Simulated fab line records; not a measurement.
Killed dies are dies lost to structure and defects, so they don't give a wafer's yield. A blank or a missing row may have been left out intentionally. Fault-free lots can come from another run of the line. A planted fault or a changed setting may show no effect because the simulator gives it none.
The tool behind it: which one? / flow n5Finfet / Sampling: 24 lots, 72 wafers, 5 of 1938 route steps

## WHAT EACH GAUGE READ, for each wafer
N5_BEOL_M5_INSPECT_13: inspects for defects (brightfield).
lot=L074; measured=day 8 05:36; on=defectInspect-02; rawDefectCount=518 458 677
lot=L077; measured=day 8 16:45; on=defectInspect-02; rawDefectCount=347 484 330
lot=L076; measured=day 8 20:43; on=defectInspect-02; rawDefectCount=389 456 555
lot=L075; measured=day 9 02:19; on=defectInspect-01; rawDefectCount=397 491 413
lot=L078; measured=day 9 05:32; on=defectInspect-02; rawDefectCount=404 319 301
lot=L080; measured=day 9 08:25; on=defectInspect-02; rawDefectCount=319 393 515
lot=L079; measured=day 9 09:04; on=defectInspect-02; rawDefectCount=420 540 552
lot=L081; measured=day 9 11:44; on=defectInspect-02; rawDefectCount=472 322 267
lot=L082; measured=day 9 22:27; on=defectInspect-02; rawDefectCount=411 556 610
lot=L083; measured=day 10 08:32; on=defectInspect-01; rawDefectCount=521 335 456
lot=L085; measured=day 10 18:49; on=defectInspect-01; rawDefectCount=506 311 406
lot=L086; measured=day 11 04:59; on=defectInspect-02; rawDefectCount=550 414 634
lot=L084; measured=day 11 12:25; on=defectInspect-01; rawDefectCount=400 340 424
lot=L087; measured=day 11 12:38; on=defectInspect-01; rawDefectCount=440 323 354
lot=L088; measured=day 11 12:48; on=defectInspect-02; rawDefectCount=287 363 264
lot=L090; measured=day 11 16:10; on=defectInspect-01; rawDefectCount=611 446 351
lot=L089; measured=day 11 22:14; on=defectInspect-02; rawDefectCount=590 450 325
lot=L091; measured=day 12 10:10; on=defectInspect-02; rawDefectCount=281 376 444
lot=L092; measured=day 12 18:41; on=defectInspect-01; rawDefectCount=531 253 471
lot=L093; measured=day 13 00:44; on=defectInspect-01; rawDefectCount=429 403 539
lot=L094; measured=day 13 03:53; on=defectInspect-02; rawDefectCount=532 495 417
lot=L095; measured=day 13 08:00; on=defectInspect-02; rawDefectCount=414 449 471
lot=L096; measured=day 13 11:18; on=defectInspect-01; rawDefectCount=360 254 275
lot=L097; measured=day 14 03:11; on=defectInspect-01; rawDefectCount=478 396 420

N5_BEOL_M5_CD_MEAS_18: pitch 56 nm, target cd 28 nm.
lot=L074; measured=day 8 06:04; on=cdSem-02; cdNm (nm)=28.2 27.9 28.0
lot=L077; measured=day 8 17:41; on=cdSem-01; cdNm (nm)=28.3 27.9 28.5
lot=L076; measured=day 8 21:10; on=cdSem-03; cdNm (nm)=28.1 27.6 28.3
lot=L075; measured=day 9 02:47; on=cdSem-02; cdNm (nm)=28.1 28.1 27.9
lot=L078; measured=day 9 06:03; on=cdSem-02; cdNm (nm)=28.0 27.9 27.7
lot=L080; measured=day 9 08:55; on=cdSem-03; cdNm (nm)=28.2 28.2 27.5
lot=L079; measured=day 9 09:32; on=cdSem-02; cdNm (nm)=28.2 27.6 27.7
lot=L081; measured=day 9 12:12; on=cdSem-02; cdNm (nm)=27.7 27.8 28.1
lot=L082; measured=day 9 23:00; on=cdSem-02; cdNm (nm)=28.2 27.9 27.5
lot=L083; measured=day 10 09:14; on=cdSem-02; cdNm (nm)=28.2 28.3 28.1
lot=L085; measured=day 10 19:26; on=cdSem-01; cdNm (nm)=27.9 27.2 27.4
lot=L086; measured=day 11 05:27; on=cdSem-01; cdNm (nm)=28.2 28.3 28.3
lot=L084; measured=day 11 12:58; on=cdSem-03; cdNm (nm)=28.0 27.6 27.9
lot=L087; measured=day 11 13:11; on=cdSem-03; cdNm (nm)=27.4 27.9 27.9
lot=L088; measured=day 11 13:25; on=cdSem-03; cdNm (nm)=27.9 28.4 27.7
lot=L090; measured=day 11 16:38; on=cdSem-02; cdNm (nm)=28.0 28.4 27.7
lot=L089; measured=day 11 22:47; on=cdSem-01; cdNm (nm)=28.1 27.5 27.3
lot=L091; measured=day 12 10:46; on=cdSem-01; cdNm (nm)=27.9 28.3 28.4
lot=L092; measured=day 12 19:14; on=cdSem-02; cdNm (nm)=27.6 28.0 27.7
lot=L093; measured=day 13 02:17; on=cdSem-01; cdNm (nm)=27.0 27.1 27.1
lot=L094; measured=day 13 04:42; on=cdSem-01; cdNm (nm)=27.7 27.7 27.3
lot=L095; measured=day 13 08:28; on=cdSem-03; cdNm (nm)=27.6 28.2 28.2
lot=L096; measured=day 13 11:50; on=cdSem-03; cdNm (nm)=27.7 28.3 27.9
lot=L097; measured=day 14 03:40; on=cdSem-01; cdNm (nm)=27.9 28.2 28.3

N5_BEOL_M5_OCD_MEAS_38.
lot=L074; measured=day 8 08:52; on=ocd-02; trenchDepthNm (nm)=72.5 70.2 71.2
lot=L077; measured=day 8 19:03; on=ocd-01; trenchDepthNm (nm)=71.6 72.8 70.6
lot=L076; measured=day 8 22:19; on=ocd-01; trenchDepthNm (nm)=71.2 72.6 70.0
lot=L075; measured=day 9 04:00; on=ocd-02; trenchDepthNm (nm)=71.7 72.0 69.8
lot=L078; measured=day 9 08:31; on=ocd-01; trenchDepthNm (nm)=69.9 72.5 71.7
lot=L080; measured=day 9 10:37; on=ocd-01; trenchDepthNm (nm)=70.1 73.0 72.9
lot=L079; measured=day 9 10:47; on=ocd-01; trenchDepthNm (nm)=72.0 70.1 72.1
lot=L081; measured=day 9 15:59; on=ocd-01; trenchDepthNm (nm)=71.9 69.8 70.7
lot=L082; measured=day 10 00:16; on=ocd-01; trenchDepthNm (nm)=70.1 72.9 70.0
lot=L083; measured=day 10 10:13; on=ocd-02; trenchDepthNm (nm)=71.6 69.2 70.7
lot=L085; measured=day 10 20:17; on=ocd-02; trenchDepthNm (nm)=72.6 70.6 71.7
lot=L086; measured=day 11 06:26; on=ocd-02; trenchDepthNm (nm)=71.6 71.8 69.0
lot=L084; measured=day 11 15:05; on=ocd-01; trenchDepthNm (nm)=69.0 70.4 68.6
lot=L087; measured=day 11 15:58; on=ocd-02; trenchDepthNm (nm)=71.6 73.3 72.6
lot=L088; measured=day 11 15:04; on=ocd-02; trenchDepthNm (nm)=70.2 69.9 72.9
lot=L090; measured=day 11 21:26; on=ocd-02; trenchDepthNm (nm)=71.8 70.7 71.6
lot=L089; measured=day 12 00:49; on=ocd-01; trenchDepthNm (nm)=69.9 71.3 71.9
lot=L091; measured=day 12 12:41; on=ocd-01; trenchDepthNm (nm)=71.0 69.2 72.3
lot=L092; measured=day 12 21:07; on=ocd-01; trenchDepthNm (nm)=69.3 70.2 71.4
lot=L093; measured=day 13 03:20; on=ocd-02; trenchDepthNm (nm)=71.6 69.6 70.9
lot=L094; measured=day 13 05:56; on=ocd-02; trenchDepthNm (nm)=69.4 71.2 71.8
lot=L095; measured=day 13 10:56; on=ocd-01; trenchDepthNm (nm)=72.5 71.9 72.6
lot=L096; measured=day 13 12:53; on=ocd-01; trenchDepthNm (nm)=69.5 73.1 72.4
lot=L097; measured=day 14 04:41; on=ocd-02; trenchDepthNm (nm)=74.9 70.1 74.0

## TOOL THAT RAN EACH LOT (tool first, then ch and the chambers of the sampled wafers, then the start)
lot=L074; N5_BEOL_M4_SPUTTER_88=pvdSputter-03, day 7 23:08; N5_BEOL_M5_ETCH_62=rieDiel-06 ch 0,1,2, day 8 05:43
lot=L077; N5_BEOL_M4_SPUTTER_88=pvdSputter-01, day 8 11:53; N5_BEOL_M5_ETCH_62=rieDiel-06 ch 0,2, day 8 17:13
lot=L076; N5_BEOL_M4_SPUTTER_88=pvdSputter-03, day 8 15:46; N5_BEOL_M5_ETCH_62=rieDiel-01 ch 0,2,3, day 8 20:49
lot=L075; N5_BEOL_M4_SPUTTER_88=pvdSputter-03, day 8 22:00; N5_BEOL_M5_ETCH_62=rieDiel-06 ch 1,2,3, day 9 02:26
lot=L078; N5_BEOL_M4_SPUTTER_88=pvdSputter-02, day 9 01:25; N5_BEOL_M5_ETCH_62=rieDiel-01 ch 0,2,3, day 9 05:39
lot=L080; N5_BEOL_M4_SPUTTER_88=pvdSputter-01, day 9 02:52; N5_BEOL_M5_ETCH_62=rieDiel-03 ch 1,2,3, day 9 08:32
lot=L079; N5_BEOL_M4_SPUTTER_88=pvdSputter-02, day 9 03:17; N5_BEOL_M5_ETCH_62=rieDiel-03 ch 2,3, day 9 09:10
lot=L081; N5_BEOL_M4_SPUTTER_88=pvdSputter-01, day 9 06:11; N5_BEOL_M5_ETCH_62=rieDiel-01 ch 0,1,3, day 9 11:51
lot=L082; N5_BEOL_M4_SPUTTER_88=pvdSputter-01, day 9 18:16; N5_BEOL_M5_ETCH_62=rieDiel-06 ch 2,3, day 9 22:34
lot=L083; N5_BEOL_M4_SPUTTER_88=pvdSputter-02, day 10 03:56; N5_BEOL_M5_ETCH_62=rieDiel-01 ch 2,3, day 10 08:38
lot=L085; N5_BEOL_M4_SPUTTER_88=pvdSputter-02, day 10 13:46; N5_BEOL_M5_ETCH_62=rieDiel-01 ch 0,1, day 10 19:02
lot=L086; N5_BEOL_M4_SPUTTER_88=pvdSputter-03, day 10 22:53; N5_BEOL_M5_ETCH_62=rieDiel-01 ch 0,1,3, day 11 05:06
lot=L084; N5_BEOL_M4_SPUTTER_88=pvdSputter-03, day 11 06:32; N5_BEOL_M5_ETCH_62=rieDiel-06 ch 0,1,2, day 11 12:32
lot=L087; N5_BEOL_M4_SPUTTER_88=pvdSputter-02, day 11 07:41; N5_BEOL_M5_ETCH_62=rieDiel-01 ch 2,3, day 11 12:45
lot=L088; N5_BEOL_M4_SPUTTER_88=pvdSputter-01, day 11 07:41; N5_BEOL_M5_ETCH_62=rieDiel-06 ch 0,1,3, day 11 12:58
lot=L090; N5_BEOL_M4_SPUTTER_88=pvdSputter-01, day 11 10:47; N5_BEOL_M5_ETCH_62=rieDiel-01 ch 0,1,3, day 11 16:17
lot=L089; N5_BEOL_M4_SPUTTER_88=pvdSputter-03, day 11 15:05; N5_BEOL_M5_ETCH_62=rieDiel-03 ch 1,3, day 11 22:20
lot=L091; N5_BEOL_M4_SPUTTER_88=pvdSputter-01, day 12 04:57; N5_BEOL_M5_ETCH_62=rieDiel-06 ch 1,2,3, day 12 10:25
lot=L092; N5_BEOL_M4_SPUTTER_88=pvdSputter-02, day 12 13:06; N5_BEOL_M5_ETCH_62=rieDiel-03 ch 1,2, day 12 18:53
lot=L093; N5_BEOL_M4_SPUTTER_88=pvdSputter-03, day 12 19:57; N5_BEOL_M5_ETCH_62=rieDiel-01 ch 0,3, day 13 01:45
lot=L094; N5_BEOL_M4_SPUTTER_88=pvdSputter-02, day 12 23:00; N5_BEOL_M5_ETCH_62=rieDiel-01 ch 0,1,3, day 13 04:19
lot=L095; N5_BEOL_M4_SPUTTER_88=pvdSputter-03, day 13 02:51; N5_BEOL_M5_ETCH_62=rieDiel-01 ch 0,1, day 13 08:07
lot=L096; N5_BEOL_M4_SPUTTER_88=pvdSputter-02, day 13 05:13; N5_BEOL_M5_ETCH_62=rieDiel-06 ch 1,2,3, day 13 11:25
lot=L097; N5_BEOL_M4_SPUTTER_88=pvdSputter-03, day 13 21:50; N5_BEOL_M5_ETCH_62=rieDiel-03 ch 2,3, day 14 03:19
- N5_BEOL_M4_SPUTTER_88: material Cu, target thk 4.5 nm, time 8.29 s.
- N5_BEOL_M5_ETCH_62: etches SOC in N2/H2, target depth 75 nm, overetch 15 nm, time 112.5 s.

## AS READ BY THE TOOLS THEMSELVES (means over the sampled wafers that have a number; for cases with no such wafer, the mark the record gives instead)
N5_BEOL_M4_SPUTTER_88.
lot=L074; tool=pvdSputter-03; chamberPressurePa (Pa)=0.07004; susceptorTempC (C)=-19.99; throttleValvePct (%)=29.6
lot=L077; tool=pvdSputter-01; chamberPressurePa (Pa)=0.06996; susceptorTempC (C)=-20.08; throttleValvePct (%)=30.0
lot=L076; tool=pvdSputter-03; chamberPressurePa (Pa)=0.06991; susceptorTempC (C)=-19.93; throttleValvePct (%)=30.7
lot=L075; tool=pvdSputter-03; chamberPressurePa (Pa)=0.06992; susceptorTempC (C)=-19.98; throttleValvePct (%)=29.1
lot=L078; tool=pvdSputter-02; chamberPressurePa (Pa)=0.06990; susceptorTempC (C)=-19.94; throttleValvePct (%)=29.9
lot=L080; tool=pvdSputter-01; chamberPressurePa (Pa)=0.06996; susceptorTempC (C)=-20.08; throttleValvePct (%)=29.3
lot=L079; tool=pvdSputter-02; chamberPressurePa (Pa)=0.07000; susceptorTempC (C)=-19.93; throttleValvePct (%)=29.9
lot=L081; tool=pvdSputter-01; chamberPressurePa (Pa)=0.07008; susceptorTempC (C)=-20.02; throttleValvePct (%)=30.1
lot=L082; tool=pvdSputter-01; chamberPressurePa (Pa)=0.06992; susceptorTempC (C)=-20.07; throttleValvePct (%)=29.5
lot=L083; tool=pvdSputter-02; chamberPressurePa (Pa)=0.07008; susceptorTempC (C)=-19.92; throttleValvePct (%)=30.0
lot=L085; tool=pvdSputter-02; chamberPressurePa (Pa)=0.07005; susceptorTempC (C)=-20.02; throttleValvePct (%)=29.7
lot=L086; tool=pvdSputter-03; chamberPressurePa (Pa)=0.07006; susceptorTempC (C)=-20.06; throttleValvePct (%)=29.0
lot=L084; tool=pvdSputter-03; chamberPressurePa (Pa)=0.06997; susceptorTempC (C)=-20.01; throttleValvePct (%)=29.1
lot=L087; tool=pvdSputter-02; chamberPressurePa (Pa)=0.06994; susceptorTempC (C)=-19.94; throttleValvePct (%)=30.2
lot=L088; tool=pvdSputter-01; chamberPressurePa (Pa)=0.06997; susceptorTempC (C)=-20.06; throttleValvePct (%)=30.1
lot=L090; tool=pvdSputter-01; chamberPressurePa (Pa)=0.06991; susceptorTempC (C)=-20.01; throttleValvePct (%)=29.5
lot=L089; tool=pvdSputter-03; chamberPressurePa (Pa)=0.06988; susceptorTempC (C)=-19.97; throttleValvePct (%)=29.5
lot=L091; tool=pvdSputter-01; chamberPressurePa (Pa)=0.07007; susceptorTempC (C)=-20.03; throttleValvePct (%)=29.6
lot=L092; tool=pvdSputter-02; chamberPressurePa (Pa)=0.06994; susceptorTempC (C)=-20.01; throttleValvePct (%)=30.2
lot=L093; tool=pvdSputter-03; chamberPressurePa (Pa)=0.06999; susceptorTempC (C)=-20.02; throttleValvePct (%)=30.0
lot=L094; tool=pvdSputter-02; chamberPressurePa (Pa)=0.06994; susceptorTempC (C)=-20.10; throttleValvePct (%)=30.2
lot=L095; tool=pvdSputter-03; chamberPressurePa (Pa)=0.07004; susceptorTempC (C)=-20.08; throttleValvePct (%)=29.6
lot=L096; tool=pvdSputter-02; chamberPressurePa (Pa)=0.07015; susceptorTempC (C)=-19.99; throttleValvePct (%)=29.5
lot=L097; tool=pvdSputter-03; chamberPressurePa (Pa)=0.07005; susceptorTempC (C)=-20.06; throttleValvePct (%)=29.5

N5_BEOL_M5_ETCH_62.
lot=L074; tool=rieDiel-06; drypumpMotorCurrentA (A)=5.6; oesProductAu (a.u.)=0.66; rfVppV (V)=523.6; showerheadPlenumPTorr (Torr)=2.53; throttleValvePct (%)=17.7
lot=L077; tool=rieDiel-06; drypumpMotorCurrentA (A)=5.4; oesProductAu (a.u.)=0.61; rfVppV (V)=522.0; showerheadPlenumPTorr (Torr)=2.50; throttleValvePct (%)=18.0
lot=L076; tool=rieDiel-01; drypumpMotorCurrentA (A)=5.9; oesProductAu (a.u.)=0.61; rfVppV (V)=522.0; showerheadPlenumPTorr (Torr)=2.51; throttleValvePct (%)=17.8
lot=L075; tool=rieDiel-06; drypumpMotorCurrentA (A)=5.5; oesProductAu (a.u.)=0.64; rfVppV (V)=525.8; showerheadPlenumPTorr (Torr)=2.59; throttleValvePct (%)=17.7
lot=L078; tool=rieDiel-01; drypumpMotorCurrentA (A)=5.8; oesProductAu (a.u.)=0.61; rfVppV (V)=523.0; showerheadPlenumPTorr (Torr)=2.51; throttleValvePct (%)=17.8
lot=L080; tool=rieDiel-03; drypumpMotorCurrentA (A)=5.7; oesProductAu (a.u.)=0.59; rfVppV (V)=524.6; showerheadPlenumPTorr (Torr)=2.59; throttleValvePct (%)=17.8
lot=L079; tool=rieDiel-03; drypumpMotorCurrentA (A)=5.4; oesProductAu (a.u.)=0.57; rfVppV (V)=522.7; showerheadPlenumPTorr (Torr)=2.51; throttleValvePct (%)=17.9
lot=L081; tool=rieDiel-01; drypumpMotorCurrentA (A)=5.8; oesProductAu (a.u.)=0.61; rfVppV (V)=523.8; showerheadPlenumPTorr (Torr)=2.54; throttleValvePct (%)=17.7
lot=L082; tool=rieDiel-06; drypumpMotorCurrentA (A)=5.3; oesProductAu (a.u.)=0.63; rfVppV (V)=526.2; showerheadPlenumPTorr (Torr)=2.62; throttleValvePct (%)=17.9
lot=L083; tool=rieDiel-01; drypumpMotorCurrentA (A)=6.1; oesProductAu (a.u.)=0.59; rfVppV (V)=522.0; showerheadPlenumPTorr (Torr)=2.42; throttleValvePct (%)=17.8
lot=L085; tool=rieDiel-01; drypumpMotorCurrentA (A)=5.4; oesProductAu (a.u.)=0.56; rfVppV (V)=524.9; showerheadPlenumPTorr (Torr)=2.60; throttleValvePct (%)=17.9
lot=L086; tool=rieDiel-01; drypumpMotorCurrentA (A)=5.7; oesProductAu (a.u.)=0.60; rfVppV (V)=523.9; showerheadPlenumPTorr (Torr)=2.54; throttleValvePct (%)=17.7
lot=L084; tool=rieDiel-06; drypumpMotorCurrentA (A)=5.6; oesProductAu (a.u.)=0.63; rfVppV (V)=523.9; showerheadPlenumPTorr (Torr)=2.51; throttleValvePct (%)=17.7
lot=L087; tool=rieDiel-01; drypumpMotorCurrentA (A)=6.2; oesProductAu (a.u.)=0.63; rfVppV (V)=521.9; showerheadPlenumPTorr (Torr)=2.45; throttleValvePct (%)=17.6
lot=L088; tool=rieDiel-06; drypumpMotorCurrentA (A)=5.7; oesProductAu (a.u.)=0.67; rfVppV (V)=524.7; showerheadPlenumPTorr (Torr)=2.56; throttleValvePct (%)=17.6
lot=L090; tool=rieDiel-01; drypumpMotorCurrentA (A)=5.8; oesProductAu (a.u.)=0.60; rfVppV (V)=524.7; showerheadPlenumPTorr (Torr)=2.54; throttleValvePct (%)=17.7
lot=L089; tool=rieDiel-03; drypumpMotorCurrentA (A)=5.9; oesProductAu (a.u.)=0.67; rfVppV (V)=526.9; showerheadPlenumPTorr (Torr)=2.66; throttleValvePct (%)=17.7
lot=L091; tool=rieDiel-06; drypumpMotorCurrentA (A)=5.5; oesProductAu (a.u.)=0.62; rfVppV (V)=525.1; showerheadPlenumPTorr (Torr)=2.58; throttleValvePct (%)=17.8
lot=L092; tool=rieDiel-03; drypumpMotorCurrentA (A)=5.7; oesProductAu (a.u.)=0.60; rfVppV (V)=525.3; showerheadPlenumPTorr (Torr)=2.59; throttleValvePct (%)=17.5
lot=L093; tool=rieDiel-01; drypumpMotorCurrentA (A)=5.9; oesProductAu (a.u.)=0.63; rfVppV (V)=523.1; showerheadPlenumPTorr (Torr)=2.52; throttleValvePct (%)=17.7
lot=L094; tool=rieDiel-01; drypumpMotorCurrentA (A)=5.8; oesProductAu (a.u.)=0.60; rfVppV (V)=523.9; showerheadPlenumPTorr (Torr)=2.53; throttleValvePct (%)=17.7
lot=L095; tool=rieDiel-01; drypumpMotorCurrentA (A)=5.6; oesProductAu (a.u.)=0.56; rfVppV (V)=524.3; showerheadPlenumPTorr (Torr)=2.55; throttleValvePct (%)=17.8
lot=L096; tool=rieDiel-06; drypumpMotorCurrentA (A)=5.5; oesProductAu (a.u.)=0.61; rfVppV (V)=524.5; showerheadPlenumPTorr (Torr)=2.58; throttleValvePct (%)=17.8
lot=L097; tool=rieDiel-03; drypumpMotorCurrentA (A)=5.7; oesProductAu (a.u.)=0.67; rfVppV (V)=523.8; showerheadPlenumPTorr (Torr)=2.56; throttleValvePct (%)=18.0

## THE ANSWER, worked out from the rows above alone
Rule: the lots themselves supply what counts as usual. Put in order of their means at a reading, lots are off if they are a third of the lots or fewer, leave a main group of 4 or more, and stand apart from it by a gap of 3 or more times the standard deviation of the main group's means; of several such gaps the widest counts. Not used: any main group whose means are identical at the precision the tables above print for the reading. Also off: a lot with no number at a reading for which 4 or more lots have one. All remaining lots with rows at the step are treated as sound. First the gauges in route order, then the tools' own readings, where a lot's mean is used as printed above. The first step at which some lot is off is used, and at that step the reading that is off furthest; a lot without a number counts as furthest.
Across all readings shown, no lot is off: no conclusion can be drawn from this.

## WHAT THE SIMULATOR HAD INSERTED
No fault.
